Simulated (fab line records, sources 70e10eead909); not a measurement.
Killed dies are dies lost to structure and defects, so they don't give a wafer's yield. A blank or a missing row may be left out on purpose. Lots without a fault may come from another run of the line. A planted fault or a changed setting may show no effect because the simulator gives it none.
Which tool did it? | flow nand_harc | 13 lots, 39 wafers sampled, at 1 step of a route of 1159

WHAT THE GAUGES READ, wafer by wafer
NHARC_A_SGD_CUT_THK_MEAS_22: measures by ellipsometry.
lot  | measured     | on            | thk_nm (nm)
L343 | day 13 13:49 | film_metro-02 | 147.7 146.8 146.1
L346 | day 14 17:26 | film_metro-01 | 145.5 148.3 151.7
L344 | day 14 17:27 | film_metro-02 | 144.9 145.9 147.6
L349 | day 14 23:29 | film_metro-02 | 148.9 150.8 145.1
L348 | day 14 23:30 | film_metro-02 | 151.5 148.5 146.3
L347 | day 14 23:30 | film_metro-01 | 146.1 150.8 146.5
L351 | day 16 02:28 | film_metro-02 | 149.9 151.4 150.6
L350 | day 16 02:29 | film_metro-01 | 147.5 149.5 146.3
L352 | day 16 16:07 | film_metro-01 | 147.7 148.4 145.3
L355 | day 17 19:28 | film_metro-02 | 148.1 147.4 146.8
L356 | day 17 19:29 | film_metro-01 | 149.3 148.2 150.2
L359 | day 18 23:54 | film_metro-02 | 148.0 149.7 146.7
L364 | day 19 03:50 | film_metro-01 | 150.4 149.1 148.8

WHICH TOOL RAN EACH LOT (tool, then ch and the chambers of the sampled wafers, then the start)
The record holds no process step before these readings.

WHAT THE TOOLS THEMSELVES READ (means of the sampled wafers that have a number; where no wafer has one, the mark that the record gives instead)
The record holds no such reading with a usual standard deviation.

THE ANSWER, worked out from the rows above alone
Rule: what is usual is taken from the lots themselves. Put in order of their means at a reading, lots are off if they are a third of the lots or fewer, leave a main group of 4 or more, and stand apart from it by a gap of 3 or more times the standard deviation of the main group's means; of several such gaps the widest counts. A main group whose means are all the same, to the digits that the tables above print for the reading, isn't used. A lot without any number at a reading at which 4 lots or more have one is off too. The other lots that the step has rows for count as sound. The gauges are gone through in route order, then the tools' own readings, and for those a lot's mean is taken as printed above. The first step at which some lot is off is used, and at that step the reading that is off furthest; a lot without a number counts as furthest.
No lot is off at any reading shown: from this, nothing can be told.

WHAT THE SIMULATOR HAD PUT IN
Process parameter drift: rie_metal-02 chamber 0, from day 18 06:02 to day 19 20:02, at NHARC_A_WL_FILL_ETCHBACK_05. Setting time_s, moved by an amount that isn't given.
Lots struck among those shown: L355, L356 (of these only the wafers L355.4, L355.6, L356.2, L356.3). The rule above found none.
